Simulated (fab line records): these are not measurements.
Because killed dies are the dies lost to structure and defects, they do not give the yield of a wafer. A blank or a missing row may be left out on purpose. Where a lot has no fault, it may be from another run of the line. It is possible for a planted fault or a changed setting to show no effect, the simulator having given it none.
The tool behind it: which one? :: flow nand_harc :: 13 lots with 39 wafers sampled at 6 steps, on a route of 1302 steps

== WHAT THE GAUGES SHOWED, per wafer ==
NHARC_P_ZERO_WELL_INSPECT_43.
lot: L775
measured: day 2 13:47
on: defect_inspect-01
raw_defect_count: 9 12 15

lot: L777
measured: day 3 09:36
on: defect_inspect-02
raw_defect_count: 11 10 13

lot: L779
measured: day 4 05:43
on: defect_inspect-01
raw_defect_count: 24 20 14

lot: L780
measured: day 4 15:37
on: defect_inspect-01
raw_defect_count: 12 9 10

lot: L781
measured: day 5 01:29
on: defect_inspect-02
raw_defect_count: 7 6 18

lot: L782
measured: day 5 11:28
on: defect_inspect-01
raw_defect_count: 6 12 11

lot: L790
measured: day 8 19:29
on: defect_inspect-01
raw_defect_count: 8 16 8

lot: L791
measured: day 9 05:34
on: defect_inspect-01
raw_defect_count: 13 17 39

lot: L792
measured: day 9 15:25
on: defect_inspect-01
raw_defect_count: 12 14 12

lot: L793
measured: day 10 01:34
on: defect_inspect-01
raw_defect_count: 9 11 13

lot: L795
measured: day 10 21:28
on: defect_inspect-02
raw_defect_count: 20 4 20

lot: L796
measured: day 11 07:25
on: defect_inspect-01
raw_defect_count: 5 4 6

lot: L797
measured: day 11 17:50
on: defect_inspect-01
raw_defect_count: 11 4 8

NHARC_P_STI_OVL_MEAS_10.
lot: L775
measured: day 3 06:20
on: overlay-01
overlay_x_nm (nm): -2 -2 -1
overlay_y_nm (nm): -1 0 -1

lot: L777
measured: day 4 03:57
on: overlay-01
overlay_x_nm (nm): 3 2 2
overlay_y_nm (nm): -6 -7 -6

lot: L779
measured: day 4 22:05
on: overlay-02
overlay_x_nm (nm): 2 2 3
overlay_y_nm (nm): 0 0 0

lot: L780
measured: day 5 08:42
on: overlay-02
overlay_x_nm (nm): -7 -7 -7
overlay_y_nm (nm): -2 -2 -1

lot: L781
measured: day 5 17:05
on: overlay-01
overlay_x_nm (nm): 0 0 0
overlay_y_nm (nm): 8 8 8

lot: L782
measured: day 6 05:28
on: overlay-01
overlay_x_nm (nm): -4 -4 -4
overlay_y_nm (nm): 2 2 1

lot: L790
measured: day 9 13:13
on: overlay-01
overlay_x_nm (nm): 9 10 10
overlay_y_nm (nm): 5 4 4

lot: L791
measured: day 9 21:47
on: overlay-02
overlay_x_nm (nm): 2 2 2
overlay_y_nm (nm): -6 -6 -7

lot: L792
measured: day 10 12:23
on: overlay-02
overlay_x_nm (nm): -6 -6 -6
overlay_y_nm (nm): -2 -1 -1

lot: L793
measured: day 11 05:31
on: overlay-01
overlay_x_nm (nm): 0 0 0
overlay_y_nm (nm): 0 1 0

lot: L795
measured: day 11 13:28
on: overlay-01
overlay_x_nm (nm): -1 -1 -1
overlay_y_nm (nm): 1 2 2

lot: L796
measured: day 12 00:26
on: overlay-01
overlay_x_nm (nm): -3 -4 -4
overlay_y_nm (nm): -3 -3 -3

lot: L797
measured: day 12 10:00
on: overlay-01
overlay_x_nm (nm): 1 1 1
overlay_y_nm (nm): -1 0 -1

NHARC_P_STI_CD_MEAS_16.
lot: L775
measured: day 3 06:56
on: cd_sem-01
cd_nm (nm): 200.7 197.8 197.8

lot: L777
measured: day 4 04:34
on: cd_sem-02
cd_nm (nm): 198.7 199.9 199.9

lot: L779
measured: day 4 22:44
on: cd_sem-02
cd_nm (nm): 200.0 200.9 201.1

lot: L780
measured: day 5 09:19
on: cd_sem-03
cd_nm (nm): 199.3 199.0 198.8

lot: L781
measured: day 5 17:41
on: cd_sem-03
cd_nm (nm): 197.5 196.1 199.9

lot: L782
measured: day 6 06:04
on: cd_sem-02
cd_nm (nm): 200.8 197.9 199.8

lot: L790
measured: day 9 13:49
on: cd_sem-03
cd_nm (nm): 200.5 200.3 200.7

lot: L791
measured: day 9 22:26
on: cd_sem-03
cd_nm (nm): 195.7 197.4 196.9

lot: L792
measured: day 10 12:59
on: cd_sem-02
cd_nm (nm): 196.6 197.8 196.3

lot: L793
measured: day 11 06:07
on: cd_sem-03
cd_nm (nm): 196.8 196.9 196.4

lot: L795
measured: day 11 14:04
on: cd_sem-02
cd_nm (nm): 194.4 200.1 197.8

lot: L796
measured: day 12 01:02
on: cd_sem-02
cd_nm (nm): 202.4 201.9 202.3

lot: L797
measured: day 12 10:37
on: cd_sem-02
cd_nm (nm): 200.7 199.1 201.2

NHARC_P_GATE_CD_MEAS_11 targets a cd of 1640 nm.
lot: L775
measured: day 4 19:49
on: cd_sem-03
cd_nm (nm): 1641.3 1640.2 1640.4

lot: L777
measured: day 5 15:59
on: cd_sem-02
cd_nm (nm): 1639.6 1640.9 1640.4

lot: L779
measured: day 6 12:41
on: cd_sem-02
cd_nm (nm): 1639.2 1640.1 1641.3

lot: L780
measured: day 6 21:57
on: cd_sem-03
cd_nm (nm): 1641.6 1639.7 1640.5

lot: L781
measured: day 7 07:13
on: cd_sem-02
cd_nm (nm): 1640.7 1640.9 1640.5

lot: L782
measured: day 7 18:27
on: cd_sem-03
cd_nm (nm): - - -

lot: L790
measured: day 11 16:59
on: cd_sem-02
cd_nm (nm): 1638.9 1641.2 1640.2

lot: L791
measured: day 11 16:49
on: cd_sem-03
cd_nm (nm): 1638.4 1640.7 1639.0

lot: L792
measured: day 12 05:46
on: cd_sem-01
cd_nm (nm): 1641.2 1641.6 1640.5

lot: L793
measured: day 12 21:05
on: cd_sem-03
cd_nm (nm): 1642.2 1640.7 1640.3

lot: L795
measured: day 12 21:25
on: cd_sem-03
cd_nm (nm): 1641.0 1639.4 1639.5

lot: L796
measured: day 13 10:37
on: cd_sem-03
cd_nm (nm): 1640.1 1640.3 1641.1

lot: L797
measured: day 13 22:01
on: cd_sem-02
cd_nm (nm): 1641.4 1642.0 1640.9

NHARC_END_SORT_01.
lot: L782
measured: day 27 10:19
on: prober-02
killed_at_array: 58 42 45
killed_at_other: 5 5 4
killed_at_periphery: 614 630 628
killed_dies: 677 677 677
killed_open: 3 3 7
killed_short: 3 2 6

== WHICH TOOL RAN EACH LOT (tool, then ch and the chambers of the sampled wafers, then the start) ==
lot: L775
NHARC_P_GATE_EXPOSE_08: krf_scanner-02 ch 0, day 4 19:40

lot: L777
NHARC_P_GATE_EXPOSE_08: krf_scanner-03 ch 0, day 5 15:50

lot: L779
NHARC_P_GATE_EXPOSE_08: krf_scanner-01 ch 0, day 6 12:32

lot: L780
NHARC_P_GATE_EXPOSE_08: krf_scanner-03 ch 0, day 6 21:47

lot: L781
NHARC_P_GATE_EXPOSE_08: krf_scanner-01 ch 0, day 7 07:03

lot: L782
NHARC_P_GATE_EXPOSE_08: krf_scanner-03 ch 0, day 7 18:17

lot: L790
NHARC_P_GATE_EXPOSE_08: krf_scanner-01 ch 0, day 11 16:50

lot: L791
NHARC_P_GATE_EXPOSE_08: krf_scanner-03 ch 0, day 11 16:39

lot: L792
NHARC_P_GATE_EXPOSE_08: krf_scanner-03 ch 0, day 12 05:37

lot: L793
NHARC_P_GATE_EXPOSE_08: krf_scanner-03 ch 0, day 12 20:56

lot: L795
NHARC_P_GATE_EXPOSE_08: krf_scanner-02 ch 0, day 12 21:15

lot: L796
NHARC_P_GATE_EXPOSE_08: krf_scanner-02 ch 0, day 13 10:28

lot: L797
NHARC_P_GATE_EXPOSE_08: krf_scanner-03 ch 0, day 13 21:52
- NHARC_P_GATE_EXPOSE_08: exposes mask P HV.

== WHAT THE TOOLS THEMSELVES READ (means of the sampled wafers that have a number; where no wafer has one, the mark that the record gives instead) ==
NHARC_P_GATE_EXPOSE_08.
lot: L775
tool: krf_scanner-02
reticle_temp_C (C): 22.87

lot: L777
tool: krf_scanner-03
reticle_temp_C (C): 22.94

lot: L779
tool: krf_scanner-01
reticle_temp_C (C): 22.88

lot: L780
tool: krf_scanner-03
reticle_temp_C (C): 22.94

lot: L781
tool: krf_scanner-01
reticle_temp_C (C): 22.96

lot: L782
tool: krf_scanner-03
reticle_temp_C (C): 22.98

lot: L790
tool: krf_scanner-01
reticle_temp_C (C): 22.98

lot: L791
tool: krf_scanner-03
reticle_temp_C (C): 22.89

lot: L792
tool: krf_scanner-03
reticle_temp_C (C): 22.95

lot: L793
tool: krf_scanner-03
reticle_temp_C (C): 23.13

lot: L795
tool: krf_scanner-02
reticle_temp_C (C): 22.87

lot: L796
tool: krf_scanner-02
reticle_temp_C (C): 22.88

lot: L797
tool: krf_scanner-03
reticle_temp_C (C): 23.07

== THE ANSWER, worked out from the rows above alone ==
Rule: the lots themselves supply what counts as usual. Put in order of their means at a reading, lots are off if they are a third of the lots or fewer, leave a main group of 4 or more, and stand apart from it by a gap of 3 or more times the standard deviation of the main group's means; of several such gaps the widest counts. A main group whose means are all the same, to the digits that the tables above print for the reading, isn't used. Also off: a lot with no number at a reading for which 4 or more lots have one. All remaining lots with rows at the step are treated as sound. Order of review: gauges by route order, followed by the tools' own readings, for which a lot's mean as printed above is used. At the first step where some lot is off, the reading lying furthest off is the one used; lots without a number count as furthest.
Off at NHARC_P_GATE_CD_MEAS_11 (cd_nm): L782. Without a number there: L782. Mean 1640.5 nm and standard deviation 0.54 in the main group.
If a tool, at a process step before that reading, ran all the lots that are off and no sound lot after the first of them, it fits. The gauges at NHARC_P_GATE_CD_MEAS_11 are tried like those tools. No candidate that was tried fits.

== WHAT THE SIMULATOR PUT IN ==
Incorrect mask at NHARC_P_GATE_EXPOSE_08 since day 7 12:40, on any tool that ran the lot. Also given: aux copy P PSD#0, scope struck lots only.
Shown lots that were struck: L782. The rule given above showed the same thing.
